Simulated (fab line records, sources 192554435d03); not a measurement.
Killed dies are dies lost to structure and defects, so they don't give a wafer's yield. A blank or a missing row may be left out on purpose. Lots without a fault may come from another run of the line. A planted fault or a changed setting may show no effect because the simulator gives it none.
Which tool did it? | flow n5_finfet | 10 lots, 28 wafers sampled, at 5 steps of a route of 1938

WHAT THE GAUGES READ, wafer by wafer
N5_GATE_CUT_INSPECT_26: inspects for defects (darkfield). Usual: raw_defect_count 37, standard deviation 17.
lot  | measured     | on                | raw_defect_count | flag
L889 | day 4 12:53  | defect_inspect-01 | 35 42 20         |
L893 | day 5 15:26  | defect_inspect-02 | 44 29 18         |
L894 | day 5 18:34  | defect_inspect-02 | 38 61 37         |
L897 | day 6 12:04  | defect_inspect-02 | 21 45 44         |
L898 | day 6 20:57  | defect_inspect-01 | 72 37 29         |
L901 | day 7 14:44  | defect_inspect-01 | 17 52 31         |
L908 | day 9 11:17  | defect_inspect-01 | 45 54            |
L910 | day 9 21:19  | defect_inspect-01 | 26 31            |
L911 | day 10 02:41 | defect_inspect-01 | 30 16 48         |
L912 | day 10 09:52 | defect_inspect-02 | 24 41 21         |

N5_MOL_CONTACT_COAG_INSPECT_10: inspects for defects (brightfield). Usual: raw_defect_count 66, standard deviation 27.
lot  | measured     | on                | raw_defect_count | flag
L889 | day 4 13:16  | defect_inspect-02 | 57 73 53         |
L893 | day 5 15:56  | defect_inspect-01 | 62 51 41         |
L894 | day 5 19:05  | defect_inspect-01 | 57 92 43         |
L897 | day 6 12:28  | defect_inspect-01 | 37 69 61         |
L898 | day 6 21:20  | defect_inspect-01 | 137 70 68        |
L901 | day 7 15:08  | defect_inspect-01 | 39 78 41         |
L908 | day 9 11:48  | defect_inspect-02 | 108 94           |
L910 | day 9 21:50  | defect_inspect-02 | 47 70            |
L911 | day 10 03:05 | defect_inspect-02 | 73 38 87         |
L912 | day 10 10:23 | defect_inspect-01 | 31 50 33         |

N5_BEOL_M4_RC_MEAS_101. Usual: DIBL_N 36.3 mV/V, standard deviation 1.6; DIBL_P 36.5 mV/V, standard deviation 1.6; IOFF_N 0.163 nA/um, standard deviation 0.026; IOFF_P 0.22 nA/um, standard deviation 0.033; ION_N 676 uA/um, standard deviation 9.9; ION_P 464 uA/um, standard deviation 6.5; SS_N 71.5 mV/dec, standard deviation 0.5; SS_P 73.3 mV/dec, standard deviation 0.64; VT_N 249.3 mV, standard deviation 2.9; VT_P -250 mV, standard deviation 3.2.
lot  | measured     | on        | DIBL_N (mV/V)  | DIBL_P (mV/V)  | IOFF_N (nA/um)    | IOFF_P (nA/um) | ION_N (uA/um) | ION_P (uA/um) | SS_N (mV/dec)  | SS_P (mV/dec)  | VT_N (mV)         | VT_P (mV)      | flag
L889 | day 8 10:20  | prober-02 | 32.9 35.1 33.6 | 32.6 35.7 34.0 | 0.114 0.150 0.129 | 0.14 0.19 0.16 | 671 669 661   | 458 462 452   | 70.9 71.1 71.8 | 72.6 74.1 72.5 | 255.4 249.7 252.2 | -259 -252 -254 |
L893 | day 9 14:32  | prober-01 | 36.8 37.4 37.0 | 37.1 37.5 37.0 | 0.165 0.176 0.153 | 0.22 0.24 0.22 | 687 699 674   | 468 479 462   | 71.1 71.5 71.9 | 72.8 73.6 73.2 | 247.6 247.3 249.2 | -248 -248 -251 |
L894 | day 9 16:22  | prober-02 | 36.9 37.0 35.6 | 37.9 38.1 36.5 | 0.179 0.182 0.160 | 0.22 0.22 0.20 | 673 688 697   | 463 466 464   | 71.6 71.7 70.8 | 74.8 73.9 74.3 | 245.1 246.4 248.8 | -251 -250 -253 |
L897 | day 10 19:06 | prober-01 | 34.5 34.2 33.9 | 35.3 35.9 34.6 | 0.135 0.142 0.129 | 0.17 0.18 0.17 | 670 682 674   | 452 464 461   | 71.3 71.1 71.5 | 72.5 72.5 72.6 | 252.4 249.9 249.3 | -254 -250 -252 |
L898 | day 10 18:48 | prober-02 | 38.9 39.4 39.1 | 37.9 38.2 37.9 | 0.218 0.235 0.222 | 0.28 0.28 0.28 | 683 689 696   | 474 469 473   | 72.0 72.1 72.5 | 73.7 74.2 73.8 | 246.9 242.8 244.2 | -247 -246 -245 |
L901 | day 11 20:50 | prober-01 | 37.5 34.1 36.3 | 35.6 32.7 35.0 | 0.161 0.115 0.142 | 0.20 0.16 0.19 | 663 668 655   | 456 463 449   | 71.9 70.8 71.8 | 73.3 72.8 72.9 | 252.3 254.0 250.3 | -250 -252 -253 |
L908 | day 13 19:38 | prober-01 | 34.3 34.3      | 34.0 33.9      | 0.123 0.128       | 0.20 0.21      | 665 663       | 459 467       | 71.0 71.2      | 73.1 72.2      | 254.4 256.5       | -248 -247      |
L910 | day 13 21:23 | prober-01 | 35.9 35.9      | 35.8 36.1      | 0.146 0.152       | 0.20 0.20      | 667 675       | 459 462       | 71.0 71.4      | 73.1 72.5      | 253.6 251.3       | -251 -254      |
L911 | day 14 04:17 | prober-01 | 36.0 34.9 35.7 | 37.1 35.2 36.3 | 0.169 0.145 0.164 | 0.22 0.19 0.22 | 669 662 672   | 465 456 462   | 71.8 71.6 71.7 | 73.4 73.5 73.8 | 249.5 252.3 250.3 | -250 -251 -248 |
L912 | day 14 08:29 | prober-01 | 36.3 36.5 38.5 | 35.8 35.5 39.0 | 0.173 0.165 0.217 | 0.24 0.23 0.30 | 681 671 696   | 463 462 473   | 71.5 72.0 72.0 | 73.2 74.0 74.1 | 246.1 247.7 243.8 | -246 -246 -245 |

WHICH TOOL RAN EACH LOT (tool, then ch and the chambers of the sampled wafers, then the start)
lot  | N5_MOL_CONTACT_COAG_ETCH_15        | N5_MOL_CONTACT_COAG_ALD_20
L889 | rie_diel-01 ch 0,2,3, day 4 13:31  | ald_metal-01 ch 0,1,2, day 4 15:28
L893 | rie_diel-01 ch 0,1,3, day 5 16:20  | ald_metal-03 ch 0,1,2, day 5 17:13
L894 | rie_diel-03 ch 0,1,3, day 5 19:42  | ald_metal-01 ch 1,2,3, day 5 21:13
L897 | rie_diel-01 ch 1,2,3, day 6 12:43  | ald_metal-01 ch 0,2, day 6 14:28
L898 | rie_diel-01 ch 0,1,2, day 6 21:37  | ald_metal-02 ch 0,2,3, day 6 22:23
L901 | rie_diel-01 ch 0,1,2, day 7 15:23  | ald_metal-02 ch 0,2,3, day 7 16:13
L908 | rie_diel-03 ch 0,2, day 9 12:03    | ald_metal-01 ch 0,2, day 9 14:34
L910 | rie_diel-04 ch 0,2, day 9 22:05    | ald_metal-01 ch 1,3, day 9 22:54
L911 | rie_diel-03 ch 0,1, day 10 03:25   | ald_metal-01 ch 0,3, day 10 04:21
L912 | rie_diel-03 ch 0,1,3, day 10 10:38 | ald_metal-02 ch 0,2,3, day 10 13:03
- N5_MOL_CONTACT_COAG_ETCH_15: etches SiNx in CH3F/O2, stops on Si:P, target depth 7 nm.
- N5_MOL_CONTACT_COAG_ALD_20: deposits TiN, target thk 1.5 nm, pulse time 1 s, purge time 3 s.

WHAT THE TOOLS THEMSELVES READ (means of the sampled wafers that have a number; where no wafer has one, the mark that the record gives instead)
N5_MOL_CONTACT_COAG_ETCH_15. Usual: drypump_motor_current_A 5.8 A, standard deviation 0.37; mfc_ar_sccm 150.1 sccm, standard deviation 0.5; oes_product_au 0.58 a.u., standard deviation 0.059; rf_vpp_V 297.2 V, standard deviation 2.9; showerhead_plenum_p_Torr 1.98 Torr, standard deviation 0.061; throttle_valve_pct 16.29 %, standard deviation 0.25.
lot  | tool        | drypump_motor_current_A (A) | mfc_ar_sccm (sccm) | oes_product_au (a.u.) | rf_vpp_V (V) | showerhead_plenum_p_Torr (Torr) | throttle_valve_pct (%) | flag
L889 | rie_diel-01 | 6.0                         | 150.5              | 0.58                  | 297.8        | 1.96                            | 16.20                  |
L893 | rie_diel-01 | 5.9                         | 150.1              | 0.57                  | 297.1        | 1.95                            | 16.24                  |
L894 | rie_diel-03 | 5.8                         | 150.3              | 0.53                  | 296.3        | 1.95                            | 16.46                  |
L897 | rie_diel-01 | 6.0                         | 150.2              | 0.54                  | 297.5        | 1.96                            | 16.37                  |
L898 | rie_diel-01 | 6.1                         | 149.8              | 0.55                  | 297.3        | 1.96                            | 16.20                  |
L901 | rie_diel-01 | 6.1                         | 150.1              | 0.55                  | 298.6        | 1.96                            | 16.21                  |
L908 | rie_diel-03 | 5.3                         | 150.6              | 0.62                  | 299.0        | 2.02                            | 16.41                  |
L910 | rie_diel-04 | 5.5                         | 150.4              | 0.58                  | 295.1        | 2.00                            | 16.39                  |
L911 | rie_diel-03 | 5.5                         | 149.8              | 0.66                  | 299.9        | 1.95                            | 16.05                  |
L912 | rie_diel-03 | 5.8                         | 150.2              | 0.62                  | 296.6        | 1.94                            | 16.22                  |

N5_MOL_CONTACT_COAG_ALD_20. Usual: heater_power_w 914 W, standard deviation 110; precursor_pulse_height_rel 1.002, standard deviation 0.02.
lot  | tool         | heater_power_w (W) | precursor_pulse_height_rel | flag
L889 | ald_metal-01 | 985                | 0.990                      |
L893 | ald_metal-03 | 857                | 0.990                      |
L894 | ald_metal-01 | 1037               | 0.988                      |
L897 | ald_metal-01 | 947                | 0.996                      |
L898 | ald_metal-02 | 804                | 1.000                      |
L901 | ald_metal-02 | 815                | 1.002                      |
L908 | ald_metal-01 | 926                | 1.004                      |
L910 | ald_metal-01 | 1046               | 1.015                      |
L911 | ald_metal-01 | 913                | 1.011                      |
L912 | ald_metal-02 | 803                | 1.003                      |

THE ANSWER, worked out from the rows above alone
Rule: a lot is off if the mean of its wafers that have a number lies more than 3 standard deviations from the usual mean. A lot without any number at a reading at which 4 lots or more have one is off too. The other lots that the step has rows for count as sound. The gauges are gone through in route order, then the tools' own readings, and for those a lot's mean is taken as printed above. The first step at which some lot is off is used, and at that step the reading that is off furthest; a lot without a number counts as furthest.
No lot is off at any reading shown: from this, nothing can be told.

WHAT THE SIMULATOR HAD PUT IN
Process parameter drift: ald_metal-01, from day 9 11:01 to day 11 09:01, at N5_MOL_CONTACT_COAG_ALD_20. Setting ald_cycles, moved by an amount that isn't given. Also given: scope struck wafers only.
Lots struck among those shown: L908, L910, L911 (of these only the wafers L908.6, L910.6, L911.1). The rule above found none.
